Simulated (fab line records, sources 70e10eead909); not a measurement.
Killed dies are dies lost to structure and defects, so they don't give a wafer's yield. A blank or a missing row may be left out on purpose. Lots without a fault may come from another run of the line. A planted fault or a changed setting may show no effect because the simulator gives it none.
Which tool did it? | flow nand_harc | 12 lots, 36 wafers sampled, at 5 steps of a route of 1302

WHAT THE GAUGES READ, wafer by wafer
NHARC_A_BONDPAD_THK_MEAS_20: measures by xrf. Usual: thk_nm 170.2 nm, standard deviation 1.5.
lot  | measured     | on            | thk_nm (nm)       | flag
L962 | day 23 18:32 | film_metro-01 | 172.3 169.1 170.1 |
L963 | day 24 00:53 | film_metro-02 | 171.8 169.7 169.0 |
L967 | day 26 00:45 | film_metro-02 | 172.1 171.1 170.7 |
L968 | day 26 04:55 | film_metro-02 | 171.8 170.8 172.0 |
L969 | day 26 11:11 | film_metro-01 | 168.1 170.3 169.1 |
L972 | day 27 09:55 | film_metro-02 | 169.2 171.7 170.3 |
L971 | day 27 14:33 | film_metro-02 | 169.2 169.0 169.5 |
L974 | day 27 22:04 | film_metro-01 | 172.2 169.1 168.7 |
L980 | day 31 02:00 | film_metro-02 | 169.7 170.1 166.1 |
L981 | day 31 15:17 | film_metro-02 | 168.8 172.1 169.3 |
L983 | day 31 20:56 | film_metro-02 | 171.4 170.2 174.0 |
L984 | day 32 09:22 | film_metro-02 | 170.4 169.4 170.4 |

NHARC_END_SORT_01. Usual: killed_at_array 59, standard deviation 21; killed_at_other 1.0, standard deviation 1.1; killed_at_periphery 4.0, standard deviation 2.6; killed_dies 64, standard deviation 21; killed_open 3.2, standard deviation 1.7; killed_short 2.5, standard deviation 1.5.
lot  | measured     | on        | killed_at_array | killed_at_other | killed_at_periphery | killed_dies | killed_open | killed_short | flag
L971 | day 28 15:20 | prober-02 | 159 154 105     | 2 1 1           | 6 4 9               | 167 159 115 | 4 0 4       | 1 3 1        | OFF
L974 | day 29 01:25 | prober-02 | 119 144 157     | 1 2 1           | 3 1 3               | 123 147 161 | 3 1 1       | 3 1 1        | OFF

WHICH TOOL RAN EACH LOT (tool, then ch and the chambers of the sampled wafers, then the start)
lot  | NHARC_A_BLC_ETCH_16                | NHARC_A_BONDPAD_ANNEAL_28        | NHARC_THIN_TSV_DESCUM_14
L962 | rie_diel-01 ch 0,1,2, day 23 03:39 | rtp_anneal-01 ch 0, day 23 17:56 | rie_diel-01 ch 0,1,3, day 25 03:53
L963 | rie_diel-01 ch 0,2,3, day 23 09:45 | rtp_anneal-02 ch 0, day 24 00:16 | rie_diel-01 ch 0,2, day 25 06:17
L967 | rie_diel-07 ch 0,2, day 25 08:31   | rtp_anneal-02 ch 0, day 26 00:08 | rie_diel-10 ch 0,1,3, day 26 13:44
L968 | rie_diel-01 ch 0,1,3, day 25 13:10 | rtp_anneal-02 ch 0, day 26 04:20 | rie_diel-01 ch 0,2,3, day 26 17:16
L969 | rie_diel-01 ch 0,1,3, day 25 20:05 | rtp_anneal-01 ch 0, day 26 10:40 | rie_diel-08 ch 0,3, day 27 00:10
L972 | rie_diel-07 ch 1,2,3, day 26 18:47 | rtp_anneal-02 ch 0, day 27 09:18 | rie_diel-10 ch 0,1,3, day 28 00:22
L971 | rie_diel-01 ch 0,2,3, day 26 22:59 | rtp_anneal-02 ch 0, day 27 13:53 | rie_diel-01 ch 0,1, day 28 01:31
L974 | rie_diel-01 ch 1,2,3, day 27 06:55 | rtp_anneal-01 ch 0, day 27 21:24 | rie_diel-01 ch 0,2, day 28 11:01
L980 | rie_diel-07 ch 0,2,3, day 30 10:51 | rtp_anneal-01 ch 0, day 31 01:20 | rie_diel-10 ch 0,1,2, day 31 17:01
L981 | rie_diel-07 ch 1,2,3, day 30 23:50 | rtp_anneal-01 ch 0, day 31 14:38 | rie_diel-01 ch 1,2, day 32 03:54
L983 | rie_diel-01 ch 0,3, day 31 04:57   | rtp_anneal-02 ch 0, day 31 20:16 | rie_diel-01 ch 0,2,3, day 32 16:27
L984 | rie_diel-07 ch 1,2,3, day 31 18:24 | rtp_anneal-01 ch 0, day 32 08:41 | rie_diel-08 ch 1,2,3, day 32 21:43
- NHARC_A_BLC_ETCH_16: etches the open film in CF4, target depth 39 nm, time 65 s.
- NHARC_A_BONDPAD_ANNEAL_28: time 90 s.
- NHARC_THIN_TSV_DESCUM_14: chemistry O2, time 3 s.

WHAT THE TOOLS THEMSELVES READ (means of the sampled wafers that have a number; where no wafer has one, the mark that the record gives instead)
NHARC_A_BLC_ETCH_16. Usual: drypump_motor_current_A 6.0 A, standard deviation 0.47; oes_product_au 1.005 a.u., standard deviation 0.014; rf_vpp_V 151.4 V, standard deviation 1.3; showerhead_plenum_p_Torr 1.78 Torr, standard deviation 0.064; throttle_valve_pct 13.283 %, standard deviation 0.01.
lot  | tool        | drypump_motor_current_A (A) | oes_product_au (a.u.) | rf_vpp_V (V) | showerhead_plenum_p_Torr (Torr) | throttle_valve_pct (%) | flag
L962 | rie_diel-01 | 6.0                         | 1.006                 | 151.9        | 1.79                            | 13.279                 |
L963 | rie_diel-01 | 6.3                         | 1.018                 | 151.0        | 1.74                            | 13.275                 |
L967 | rie_diel-07 | 6.2                         | 1.001                 | 150.7        | 1.79                            | 13.288                 |
L968 | rie_diel-01 | 5.9                         | 1.018                 | 152.3        | 1.81                            | 13.284                 |
L969 | rie_diel-01 | 5.9                         | 1.019                 | 151.8        | 1.81                            | 13.282                 |
L972 | rie_diel-07 | 6.0                         | 0.999                 | 151.7        | 1.78                            | 13.286                 |
L971 | rie_diel-01 | 6.3                         | 1.006                 | 151.2        | 1.74                            | 13.280                 |
L974 | rie_diel-01 | 6.1                         | 1.015                 | 150.7        | 1.75                            | 13.279                 |
L980 | rie_diel-07 | 6.0                         | 1.006                 | 152.1        | 1.79                            | 13.287                 |
L981 | rie_diel-07 | 6.0                         | 0.987                 | 151.3        | 1.78                            | 13.279                 |
L983 | rie_diel-01 | 6.1                         | 1.009                 | 150.5        | 1.79                            | 13.280                 |
L984 | rie_diel-07 | 6.0                         | 0.997                 | 151.9        | 1.78                            | 13.289                 |

NHARC_A_BONDPAD_ANNEAL_28. Usual: wafer_temp_C_max 226.3, standard deviation 0.46.
lot  | tool          | wafer_temp_C_max | flag
L962 | rtp_anneal-01 | 226.8            |
L963 | rtp_anneal-02 | 226.0            |
L967 | rtp_anneal-02 | 226.1            |
L968 | rtp_anneal-02 | 225.7            |
L969 | rtp_anneal-01 | 226.9            |
L972 | rtp_anneal-02 | 225.8            |
L971 | rtp_anneal-02 | 226.0            |
L974 | rtp_anneal-01 | 226.5            |
L980 | rtp_anneal-01 | 226.6            |
L981 | rtp_anneal-01 | 226.7            |
L983 | rtp_anneal-02 | 225.6            |
L984 | rtp_anneal-01 | 227.3            |

NHARC_THIN_TSV_DESCUM_14. Usual: drypump_motor_current_A 5.9 A, standard deviation 0.37; o2_flow_sccm 200.0 sccm, standard deviation 0.61; oes_product_au 1.006 a.u., standard deviation 0.013; rf_vpp_V 57.7 V, standard deviation 0.9; showerhead_plenum_p_Torr 1.90 Torr, standard deviation 0.087; throttle_valve_pct 11.312 %, standard deviation 0.0094.
lot  | tool        | drypump_motor_current_A (A) | o2_flow_sccm (sccm) | oes_product_au (a.u.) | rf_vpp_V (V) | showerhead_plenum_p_Torr (Torr) | throttle_valve_pct (%) | flag
L962 | rie_diel-01 | 5.9                         | 199.9               | 1.015                 | 58.4         | 1.96                            | 11.304                 |
L963 | rie_diel-01 | 6.2                         | 199.7               | 1.006                 | 58.3         | 1.92                            | 11.311                 |
L967 | rie_diel-10 | 5.7                         | 200.2               | 0.998                 | 56.9         | 1.90                            | 11.314                 |
L968 | rie_diel-01 | 6.3                         | 200.1               | 1.005                 | 58.2         | 1.87                            | 11.306                 |
L969 | rie_diel-08 | 5.7                         | 200.0               | 1.005                 | 58.0         | 1.85                            | 11.315                 |
L972 | rie_diel-10 | 5.7                         | 200.4               | 1.010                 | 57.8         | 1.90                            | 11.321                 |
L971 | rie_diel-01 | 5.8                         | 199.9               | 1.003                 | 58.1         | 2.01                            | 11.310                 |
L974 | rie_diel-01 | 6.2                         | 199.1               | 1.002                 | 57.9         | 1.92                            | 11.323                 |
L980 | rie_diel-10 | 5.6                         | 200.7               | 1.004                 | 57.7         | 1.87                            | 11.315                 |
L981 | rie_diel-01 | 5.8                         | 201.1               | 0.995                 | 58.2         | 1.95                            | 11.319                 |
L983 | rie_diel-01 | 6.3                         | 200.5               | 1.010                 | 57.5         | 1.87                            | 11.311                 |
L984 | rie_diel-08 | 5.8                         | 200.1               | 0.989                 | 58.3         | 1.87                            | 11.311                 |

THE ANSWER, worked out from the rows above alone
Rule: a lot is off if the mean of its wafers that have a number lies more than 3 standard deviations from the usual mean. A lot without any number at a reading at which 4 lots or more have one is off too. The other lots that the step has rows for count as sound. The gauges are gone through in route order, then the tools' own readings, and for those a lot's mean is taken as printed above. The first step at which some lot is off is used, and at that step the reading that is off furthest; a lot without a number counts as furthest.
Off: L971, L974, at NHARC_END_SORT_01 (killed_dies). Neither off nor sound, because the step has no rows for them: L962, L963, L967, L968, L969, L972, L980, L981, L983, L984.
A tool fits if, at a process step before that reading, it ran every lot that is off, and no sound lot after the first of them. The gauges at NHARC_END_SORT_01 are tried like those tools. Can't be told from this: 2 tools fit, rie_diel-01 at NHARC_A_BLC_ETCH_16 and NHARC_THIN_TSV_DESCUM_14, prober-02 at NHARC_END_SORT_01.

WHAT THE SIMULATOR HAD PUT IN
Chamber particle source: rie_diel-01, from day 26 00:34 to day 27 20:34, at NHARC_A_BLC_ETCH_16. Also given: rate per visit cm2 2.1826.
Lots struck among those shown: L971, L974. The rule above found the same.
